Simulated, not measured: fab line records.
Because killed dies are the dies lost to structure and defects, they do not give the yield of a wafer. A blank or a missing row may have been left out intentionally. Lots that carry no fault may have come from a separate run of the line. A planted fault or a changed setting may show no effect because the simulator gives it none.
Which tool did it? / flow nand harc / 13 lots with 39 wafers sampled at 5 steps, on a route of 1302 steps

== WHAT EACH GAUGE READ, for each wafer ==
NHARC_A_M1_THK_MEAS_24: measures by xrf.
lot=L616; measured=day 24 04:31; on=film metro-01; thk nm (nm)=153.8 151.7 156.1
lot=L617; measured=day 23 17:50; on=film metro-02; thk nm (nm)=154.2 153.9 152.0
lot=L618; measured=day 23 17:05; on=film metro-01; thk nm (nm)=152.9 155.4 155.2
lot=L619; measured=day 23 23:09; on=film metro-01; thk nm (nm)=155.4 154.0 151.7
lot=L620; measured=day 24 13:33; on=film metro-02; thk nm (nm)=155.3 155.3 155.7
lot=L621; measured=day 24 20:34; on=film metro-02; thk nm (nm)=154.7 153.5 155.4
lot=L622; measured=day 24 21:01; on=film metro-02; thk nm (nm)=156.3 154.1 153.1
lot=L633; measured=day 29 13:52; on=film metro-01; thk nm (nm)=157.0 152.4 153.0
lot=L634; measured=day 30 06:47; on=film metro-01; thk nm (nm)=154.4 153.4 152.7
lot=L635; measured=day 30 13:43; on=film metro-02; thk nm (nm)=152.7 155.2 153.9
lot=L637; measured=day 31 11:57; on=film metro-01; thk nm (nm)=155.2 154.8 155.9
lot=L638; measured=day 31 22:22; on=film metro-01; thk nm (nm)=154.7 155.0 156.4
lot=L639; measured=day 32 12:28; on=film metro-02; thk nm (nm)=154.2 156.6 153.5

NHARC_END_SORT_01.
lot=L633; measured=day 30 23:25; on=prober-01; defect limited yield (%)=87.4 82.6 83.3; killed at array=81 99 98; killed at other=0 2 0; killed at periphery=4 17 15; killed dies=85 118 113; killed open=4 2 2; killed short=5 6 3

== WHAT TOOL EACH LOT RAN ON (gives the tool, then ch and the chambers of the sampled wafers, and finally the start) ==
lot=L616; NHARC_P_M1_PRE_CLEAN_30=pvd sputter-01, day 6 16:11; NHARC_A_BONDPAD_DEP_00=pecvd-02 ch 0,1,2, no start; NHARC_A_BONDPAD_ETCH_24=rie diel-05 ch 0,2,3, no start
lot=L617; NHARC_P_M1_PRE_CLEAN_30=pvd sputter-02, day 6 17:47; NHARC_A_BONDPAD_DEP_00=pecvd-01 ch 0,1,2, day 23 18:49; NHARC_A_BONDPAD_ETCH_24=rie diel-06 ch 0,3, no start
lot=L618; NHARC_P_M1_PRE_CLEAN_30=pvd sputter-01, day 7 07:28; NHARC_A_BONDPAD_DEP_00=pecvd-02 ch 0,2, day 23 17:56; NHARC_A_BONDPAD_ETCH_24=rie diel-05 ch 1,2,3, no start
lot=L619; NHARC_P_M1_PRE_CLEAN_30=pvd sputter-01, day 7 12:52; NHARC_A_BONDPAD_DEP_00=pecvd-01 ch 0,1,2, day 24 00:01; NHARC_A_BONDPAD_ETCH_24=rie diel-11 ch 0,1,2, no start
lot=L620; NHARC_P_M1_PRE_CLEAN_30=pvd sputter-02, day 7 23:46; NHARC_A_BONDPAD_DEP_00=pecvd-01 ch 0,1,2, day 24 14:28; NHARC_A_BONDPAD_ETCH_24=rie diel-05 ch 0,2, no start
lot=L621; NHARC_P_M1_PRE_CLEAN_30=pvd sputter-01, day 8 13:13; NHARC_A_BONDPAD_DEP_00=pecvd-01 ch 0,1,2, day 24 21:30; NHARC_A_BONDPAD_ETCH_24=rie diel-11 ch 0,2, day 24 23:25
lot=L622; NHARC_P_M1_PRE_CLEAN_30=pvd sputter-02, day 8 14:00; NHARC_A_BONDPAD_DEP_00=pecvd-03 ch 1,2, day 24 23:53 or earlier; NHARC_A_BONDPAD_ETCH_24=rie diel-11 ch 2,3, day 24 23:53
lot=L633; NHARC_P_M1_PRE_CLEAN_30=pvd sputter-02, day 13 09:09; NHARC_A_BONDPAD_DEP_00=pecvd-01 ch 0,1,2, day 29 14:46; NHARC_A_BONDPAD_ETCH_24=rie diel-06 ch 0,1,3, day 30 23:25 or earlier
lot=L634; NHARC_P_M1_PRE_CLEAN_30=pvd sputter-03, day 13 20:32; NHARC_A_BONDPAD_DEP_00=pecvd-03 ch 0,2, day 30 07:38; NHARC_A_BONDPAD_ETCH_24=rie diel-11 ch 0,3, day 30 09:53
lot=L635; NHARC_P_M1_PRE_CLEAN_30=pvd sputter-03, day 14 00:40; NHARC_A_BONDPAD_DEP_00=pecvd-03 ch 0,1,2, no start; NHARC_A_BONDPAD_ETCH_24=rie diel-05 ch 0,3, no start
lot=L637; NHARC_P_M1_PRE_CLEAN_30=pvd sputter-01, day 14 20:22; NHARC_A_BONDPAD_DEP_00=pecvd-01 ch 0,2, day 31 12:53; NHARC_A_BONDPAD_ETCH_24=rie diel-05 ch 0,1,2, no start
lot=L638; NHARC_P_M1_PRE_CLEAN_30=pvd sputter-02, day 15 17:01; NHARC_A_BONDPAD_DEP_00=pecvd-03 ch 0,2, no start; NHARC_A_BONDPAD_ETCH_24=rie diel-06 ch 1,2, no start
lot=L639; NHARC_P_M1_PRE_CLEAN_30=pvd sputter-01, day 16 00:44; NHARC_A_BONDPAD_DEP_00=pecvd-03 ch 0,1,2, no start; NHARC_A_BONDPAD_ETCH_24=rie diel-06 ch 2,3, no start
- NHARC_P_M1_PRE_CLEAN_30: time 30 s.
- NHARC_A_BONDPAD_DEP_00: deposits SiCN, target thk 250 nm.
- NHARC_A_BONDPAD_ETCH_24: etches the open film in CF4/N2, target depth 30 nm, time 72.99 s.

== WHAT THE TOOLS THEMSELVES READ (means of the sampled wafers that have a number; where no wafer has one, the mark that the record gives instead) ==
NHARC_P_M1_PRE_CLEAN_30.
lot=L616; tool=pvd sputter-01; heater power w (W)=421
lot=L617; tool=pvd sputter-02; heater power w (W)=384
lot=L618; tool=pvd sputter-01; heater power w (W)=427
lot=L619; tool=pvd sputter-01; heater power w (W)=371
lot=L620; tool=pvd sputter-02; heater power w (W)=409
lot=L621; tool=pvd sputter-01; heater power w (W)=445
lot=L622; tool=pvd sputter-02; heater power w (W)=366
lot=L633; tool=pvd sputter-02; heater power w (W)=392
lot=L634; tool=pvd sputter-03; heater power w (W)=424
lot=L635; tool=pvd sputter-03; heater power w (W)=419
lot=L637; tool=pvd sputter-01; heater power w (W)=424
lot=L638; tool=pvd sputter-02; heater power w (W)=401
lot=L639; tool=pvd sputter-01; heater power w (W)=382

NHARC_A_BONDPAD_DEP_00.
lot=L616; tool=pecvd-02; heater power w (W)=504
lot=L617; tool=pecvd-01; heater power w (W)=686
lot=L618; tool=pecvd-02; heater power w (W)=537
lot=L619; tool=pecvd-01; heater power w (W)=668
lot=L620; tool=pecvd-01; heater power w (W)=683
lot=L621; tool=pecvd-01; heater power w (W)=672
lot=L622; tool=pecvd-03; heater power w (W)=578
lot=L633; tool=pecvd-01; heater power w (W)=655
lot=L634; tool=pecvd-03; heater power w (W)=596
lot=L635; tool=pecvd-03; heater power w (W)=642
lot=L637; tool=pecvd-01; heater power w (W)=636
lot=L638; tool=pecvd-03; heater power w (W)=595
lot=L639; tool=pecvd-03; heater power w (W)=626

NHARC_A_BONDPAD_ETCH_24.
lot=L616; tool=rie diel-05; drypump motor current A (A)=5.8; n2 flow sccm (sccm)=100.21; oes product au (a.u.)=0.996; rf vpp V (V)=315.1; showerhead plenum p Torr (Torr)=2.64; throttle valve pct (%)=19.801
lot=L617; tool=rie diel-06; drypump motor current A (A)=5.8; n2 flow sccm (sccm)=100.15; oes product au (a.u.)=0.992; rf vpp V (V)=313.9; showerhead plenum p Torr (Torr)=2.64; throttle valve pct (%)=19.792
lot=L618; tool=rie diel-05; drypump motor current A (A)=5.8; n2 flow sccm (sccm)=99.85; oes product au (a.u.)=0.996; rf vpp V (V)=314.7; showerhead plenum p Torr (Torr)=2.63; throttle valve pct (%)=19.787
lot=L619; tool=rie diel-11; drypump motor current A (A)=5.8; n2 flow sccm (sccm)=99.70; oes product au (a.u.)=0.997; rf vpp V (V)=311.5; showerhead plenum p Torr (Torr)=2.52; throttle valve pct (%)=19.803
lot=L620; tool=rie diel-05; drypump motor current A (A)=5.5; n2 flow sccm (sccm)=99.73; oes product au (a.u.)=0.991; rf vpp V (V)=315.2; showerhead plenum p Torr (Torr)=2.69; throttle valve pct (%)=19.792
lot=L621; tool=rie diel-11; drypump motor current A (A)=5.8; n2 flow sccm (sccm)=100.21; oes product au (a.u.)=0.994; rf vpp V (V)=312.4; showerhead plenum p Torr (Torr)=2.47; throttle valve pct (%)=19.793
lot=L622; tool=rie diel-11; drypump motor current A (A)=6.0; n2 flow sccm (sccm)=99.74; oes product au (a.u.)=1.015; rf vpp V (V)=312.9; showerhead plenum p Torr (Torr)=2.54; throttle valve pct (%)=19.797
lot=L633; tool=rie diel-06; drypump motor current A (A)=5.7; n2 flow sccm (sccm)=100.05; oes product au (a.u.)=0.997; rf vpp V (V)=314.2; showerhead plenum p Torr (Torr)=2.62; throttle valve pct (%)=19.788
lot=L634; tool=rie diel-11; drypump motor current A (A)=6.1; n2 flow sccm (sccm)=100.32; oes product au (a.u.)=1.004; rf vpp V (V)=312.0; showerhead plenum p Torr (Torr)=2.51; throttle valve pct (%)=19.783
lot=L635; tool=rie diel-05; drypump motor current A (A)=6.0; n2 flow sccm (sccm)=100.13; oes product au (a.u.)=0.983; rf vpp V (V)=316.5; showerhead plenum p Torr (Torr)=2.73; throttle valve pct (%)=19.799
lot=L637; tool=rie diel-05; drypump motor current A (A)=5.5; n2 flow sccm (sccm)=100.30; oes product au (a.u.)=1.006; rf vpp V (V)=314.5; showerhead plenum p Torr (Torr)=2.68; throttle valve pct (%)=19.799
lot=L638; tool=rie diel-06; drypump motor current A (A)=6.0; n2 flow sccm (sccm)=99.76; oes product au (a.u.)=0.995; rf vpp V (V)=312.7; showerhead plenum p Torr (Torr)=2.55; throttle valve pct (%)=19.794
lot=L639; tool=rie diel-06; drypump motor current A (A)=6.4; n2 flow sccm (sccm)=99.96; oes product au (a.u.)=0.989; rf vpp V (V)=311.4; showerhead plenum p Torr (Torr)=2.53; throttle valve pct (%)=19.800

== THE ANSWER, worked out from the rows above alone ==
Rule: usual is defined by the lots themselves. Put in order of their means at a reading, lots are off if they are a third of the lots or fewer, leave a main group of 4 or more, and stand apart from it by a gap of 3 or more times the standard deviation of the main group's means; of several such gaps the widest counts. The tables above print the reading to a certain number of digits; a main group whose means all agree to those digits is not used. Also off: a lot with no number at a reading for which 4 or more lots have one. The other lots that the step has rows for count as sound. First the gauges in route order, then the tools' own readings, where a lot's mean is used as printed above. The first step at which some lot is off is used, and at that step the reading that is off furthest; a lot without a number counts as furthest.
No lot is off at any reading shown: from this, nothing can be told.

== WHAT HAD BEEN PUT IN BY THE SIMULATOR ==
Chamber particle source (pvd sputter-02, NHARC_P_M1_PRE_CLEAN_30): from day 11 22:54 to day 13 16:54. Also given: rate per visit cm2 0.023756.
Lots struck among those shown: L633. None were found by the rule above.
